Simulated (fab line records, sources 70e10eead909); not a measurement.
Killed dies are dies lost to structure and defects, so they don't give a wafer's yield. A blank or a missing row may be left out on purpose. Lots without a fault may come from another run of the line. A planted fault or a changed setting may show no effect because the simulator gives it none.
fab line records | flow nand_harc | part 2 of 2: steps 29 to 38 of 38
record lots=5 wafers=15 last_day=34
route steps=1302 shown A_BONDPAD@1203 HYBRID_BOND@1237
lots that met no fault: from a run of the same line without faults
start_h: hours from the record's first day to the start of the lot's first wafer shown | wait_h: hours since the lot's step before | " the same as in the row above | L1.1+2: a row that stands for several wafers | - no value, or no start given | * or withheld: withheld | < > ~ a bound
route shown NAME@n: a module of which the file shows steps, and the number in the route of the first | usual: mean/standard deviation of fault-free wafers | same: alike in all rows | chamber/n: place in a boat | sites: the reading at each site | _std_site: their standard deviation | _edge_site: outer sites' mean less inner sites' | radius_mm: how far each site lies from the wafer's centre | mask NAME#n: copy n | behind: the tool/chamber that last shaped the wafer | hold: why the lot was held/for how many hours/how that ended | device: the transistor (n, p or np) that didn't switch | end of line: the same wafers' tests at the end of the route | a step without rows: its recipe alone | killed: dies lost to structure and defects at the first sort, not the wafer's yield | map: a wafer's dies, x killed, . not, _ none there
set.NAME: the setting as run; set.NAME@STEP: as run at that earlier step | model.NAME: the simulator's own value behind a step, which no gauge read
lots at some steps of the route; a table a step, a row a wafer
services: from which hour (start_h, from the record's first day; less than 0 if before it) a tool's chamber was out of use, for how many hours, and why
## steps
# step NHARC_A_BONDPAD_CMP_19
# recipe t_overpolish_s=30 cu_recess_touch_s=16 target_thk_nm=169.82
# usual motor_current_A=11.6/1 overpolish_run_s=29.999/0.0089
# columns lot.wafer tool chamber start_h wait_h motor_current_A overpolish_run_s
L085.3 cmp-04 2 626.57 - 12.1 30.000
L085.1 " 3 " " 11.0 30.002
L085.5 " 0 " " 11.7 29.985
L093.1 cmp-04 3 720.48 - 10.6 29.995
L093.4 " 0 " " 12.0 29.998
L093.6 " 2 " " 11.7 29.996
L092.1 cmp-03 2 721.99 - 10.3 29.995
L092.2 " 3 " " 11.2 29.990
L092.6 " 2 " " 10.4 30.009
L095.4 cmp-02 1 737.49 - 12.7 30.023
L095.5 " 2 " " 10.6 30.002
L095.6 " 3 " " 13.6 30.012
L097.3 cmp-04 2 776.37 - 12.2 29.994
L097.1 " 3 " " 10.4 29.996
L097.5 " 3 " " 10.4 30.010
# step NHARC_A_BONDPAD_THK_MEAS_20
# recipe thk_meas_gauge=xrf
# usual thk_nm=170.2/1.4
# columns lot.wafer tool chamber start_h wait_h thk_nm
L085.1 film_metro-02 - 626.84 - 169.0
L085.3 " - " " 168.3
L085.5 " - " " 171.3
L093.1 film_metro-02 - 720.76 - 171.6
L093.4 " - " " 170.4
L093.6 " - " " 169.6
L092.1 film_metro-01 - 722.31 - 171.3
L092.2 " - " " 170.1
L092.6 " - " " 170.1
L095.4 film_metro-01 - 737.73 - 171.1
L095.5 " - " " 172.1
L095.6 " - " " 169.8
L097.1 film_metro-01 - 776.69 - 169.7
L097.3 " - " " 168.4
L097.5 " - " " 170.4
# step NHARC_A_BONDPAD_SRD_21
# recipe time_s=30 temp_c=23 dry_time_s=20 spin_rpm=1500
# columns lot.wafer tool chamber start_h wait_h
L085.1+3+5 wet_bench-08 2,5,7 626.88 0.0
L093.1+4+6 wet_bench-08 4,5,0 720.81 0.0
L092.1+6+2 wet_bench-10 3,5,6 722.36 0.0
L095.5+6+4 wet_bench-10 5,6,7 737.77 0.0
L097.1+3+5 wet_bench-10 3,4,5 776.73 0.0
# step NHARC_A_BONDPAD_INSPECT_23
# usual raw_defect_count=547/130
# columns lot.wafer tool chamber start_h wait_h raw_defect_count
L085.1 defect_inspect-01 - 627.06 0.0 572
L085.3 " - " " 644
L085.5 " - " " 498
L093.1 defect_inspect-01 - 720.97 0.0 848
L093.4 " - " " 565
L093.6 " - " " 498
L092.1 defect_inspect-02 - 722.54 0.0 561
L092.2 " - " " 531
L092.6 " - " " 599
L095.4 defect_inspect-02 - 737.93 0.0 307
L095.5 " - " " 472
L095.6 " - " " 546
L097.1 defect_inspect-01 - 776.92 0.0 558
L097.3 " - " " 514
L097.5 " - " " 512
# step NHARC_HYBRID_BOND_ACTIVATE_00
# recipe time_s=60 n2_flow_sccm=200 ar_flow_sccm=0 bias_power_w=0 chemistry=N2
# usual drypump_motor_current_A=5.5/0.49 oes_product_au=0.999/0.0073 rf_vpp_V=64.0/0.89 showerhead_plenum_p_Torr=1.71/0.071
# columns lot.wafer tool chamber start_h wait_h drypump_motor_current_A oes_product_au rf_hours_counter_h rf_vpp_V showerhead_plenum_p_Torr
L085.1 rie_diel-09 0 627.12 0.1 5.8 0.998 41 63.9 1.69
L085.3 " 1 " " 5.6 0.995 43 63.6 1.76
L085.5 " 1 " " 5.6 0.993 - 64.1 1.76
L093.1 rie_diel-06 2 721.04 0.1 4.9 0.991 3 63.9 1.68
L093.4 " 0 " " 5.6 1.000 3 64.0 1.74
L093.6 " 1 " " 6.2 1.002 - 64.8 1.63
L092.2 rie_diel-04 1 722.60 0.1 4.8 0.997 0 63.8 1.86
L092.1 " 2 " " 5.5 0.995 0 64.5 1.71
L092.6 " 1 " " 4.8 0.999 - 65.3 1.86
L095.4 rie_diel-04 1 738.02 0.1 4.8 0.995 9 65.7 1.86
L095.6 " 3 " " 5.9 1.011 - 64.4 1.88
L095.5 " 0 " " 5.7 1.004 - 65.4 1.68
L097.3 rie_diel-09 3 777.01 0.1 6.5 0.998 38 63.6 1.80
L097.1 " 0 " " 5.8 0.997 26 61.4 1.67
L097.5 " 1 " " 5.6 1.015 - 64.7 1.74
# step NHARC_HYBRID_BOND_PRECLEAN_01
# recipe time_s=300 temp_c=23 chemistry=DIW
# columns lot.wafer tool chamber start_h wait_h
L085.1+5+3 wet_bench-10 4,6,7 627.30 0.2
L093.4+6+1 wet_bench-08 3,5,0 721.18 0.1
L092.2+1+6 wet_bench-08 2,6,7 722.75 0.1
L095.4+5+6 wet_bench-08 6,7,1 738.16 0.1
L097.1+3+5 wet_bench-08 4,5,6 777.15 0.1
# step NHARC_HYBRID_BOND_SRD_02
# recipe time_s=30 temp_c=23 dry_time_s=20 spin_rpm=1500
# columns lot.wafer tool chamber start_h wait_h
L085.1+5+3 wet_bench-10 4,6,7 - -
L093.4+6+1 wet_bench-08 3,5,0 - -
L092.2+1+6 wet_bench-08 2,6,7 - -
L095.4+5+6 wet_bench-08 6,7,1 - -
L097.1+3+5 wet_bench-08 4,5,6 - -
# step NHARC_HYBRID_BOND_BOND_03
# recipe temp_c=25
# usual bond_chuck_temp_C=25.02/0.11 bond_force_kN=5.003/0.011
# columns lot.wafer tool chamber start_h wait_h bond_chuck_temp_C bond_force_kN
L085.1 wafer_bonder-01 0 627.53 - 24.95 5.009
L085.3 " 0 " " 25.06 5.018
L085.5 " 0 " " 25.08 5.012
L093.1 wafer_bonder-01 0 721.43 - 24.96 4.979
L093.4 " 0 " " 24.88 4.988
L093.6 " 0 " " 24.95 4.987
L092.1 wafer_bonder-01 0 723.00 - 25.09 5.003
L092.2 " 0 " " 25.08 5.000
L092.6 " 0 " " 24.97 5.009
L095.4 wafer_bonder-01 0 745.34 - 24.86 5.000
L095.5 " 0 " " 24.97 4.998
L095.6 " 0 " " 24.94 5.015
L097.1 wafer_bonder-01 0 777.38 - 24.88 4.999
L097.3 " 0 " " 24.92 5.001
L097.5 " 0 " " 24.97 4.989
# step NHARC_HYBRID_BOND_ANNEAL_04
# recipe temp_c=300 time_s=7200 ramp_up_c_per_min=5 ramp_down_c_per_min=3 idle_temp_c=100 pressure_atm=1
# usual ramp_up_c_per_min=5.0000/0.00091 spike_tc_bottom_C=323.2/2.8 spike_tc_centre_C=300.9/0.99
# columns lot.wafer tool chamber start_h wait_h ramp_up_c_per_min spike_tc_bottom_C spike_tc_centre_C
L085.1 furnace-04 0 631.89 4.2 5.0011 320.9 301.0
L085.3 " 0 " " 5.0012 322.6 302.5
L085.5 " 0 " " 5.0000 321.4 300.9
L092.1 furnace-04 0 725.72 2.6 4.9999 322.0 300.2
L092.2 " 0 " " 4.9988 321.5 301.2
L092.6 " 0 " " 4.9993 320.2 300.5
L093.1 furnace-04 0 725.72 4.1 5.0000 323.6 302.0
L093.4 " 0 " " 5.0015 320.8 300.6
L093.6 " 0 " " 4.9998 321.5 299.2
L095.4 furnace-04 0 748.27 2.8 4.9998 322.4 299.7
L095.5 " 0 " " 5.0000 321.1 301.3
L095.6 " 0 " " 4.9986 320.8 301.3
L097.1 furnace-05 0 783.94 6.4 5.0004 324.8 300.3
L097.3 " 0 " " 5.0001 322.9 301.2
L097.5 " 0 " " 4.9999 323.5 300.5
# step NHARC_HYBRID_BOND_OVL_MEAS_05
# usual overlay_x_nm=-4/35 overlay_y_nm=3/31
# columns lot.wafer tool chamber start_h wait_h overlay_x_nm overlay_y_nm
L085.1 overlay-02 - 636.64 0.4 35 -28
L085.3 " - " " -26 65
L085.5 " - " " -4 -29
L093.1 overlay-01 - 730.45 0.4 -39 24
L093.4 " - " " -1 39
L093.6 " - " " -14 -33
L092.1 overlay-02 - 730.45 0.4 -44 -39
L092.2 " - " " 51 -19
L092.6 " - " " -28 8
L095.4 overlay-02 - 753.05 0.4 17 -39
L095.5 " - " " -18 -73
L095.6 " - " " 2 6
L097.1 overlay-01 - 788.71 0.4 51 19
L097.3 " - " " 61 49
L097.5 " - " " 12 -9
## services
# columns tool chamber start_h hours kind
cmp-04 - 601.00 4.0 pm
litho_track-07 - 601.00 7.0 pm
rie_diel-03 2 608.39 14.6 repair
litho_track-03 - 625.00 7.0 pm
rie_diel-03 - 635.52 9.0 pm
cmp-04 - 641.33 1.7 repair
pvd_sputter-02 - 642.53 10.0 pm
wet_bench-08 - 646.40 8.0 pm
litho_track-05 - 649.00 7.0 pm
wet_bench-10 - 663.22 8.0 pm
pvd_sputter-03 - 674.29 7.3 repair
ecd_cu-01 - 688.00 8.0 pm
cmp-04 - 699.00 4.0 pm
rie_diel-05 2 699.08 6.5 repair
pvd_sputter-03 - 704.04 10.0 pm
cmp-04 - 725.40 0.4 repair
rie_diel-05 3 728.78 8.1 repair
rie_diel-05 - 730.86 0.4 repair
cmp-04 - 732.60 6.3 repair
wafer_bonder-01 - 736.00 8.0 pm
wet_bench-08 - 760.47 4.1 repair
rie_diel-05 - 760.60 9.0 pm
wafer_bonder-01 - 764.60 1.2 repair
litho_track-07 - 776.00 7.0 pm
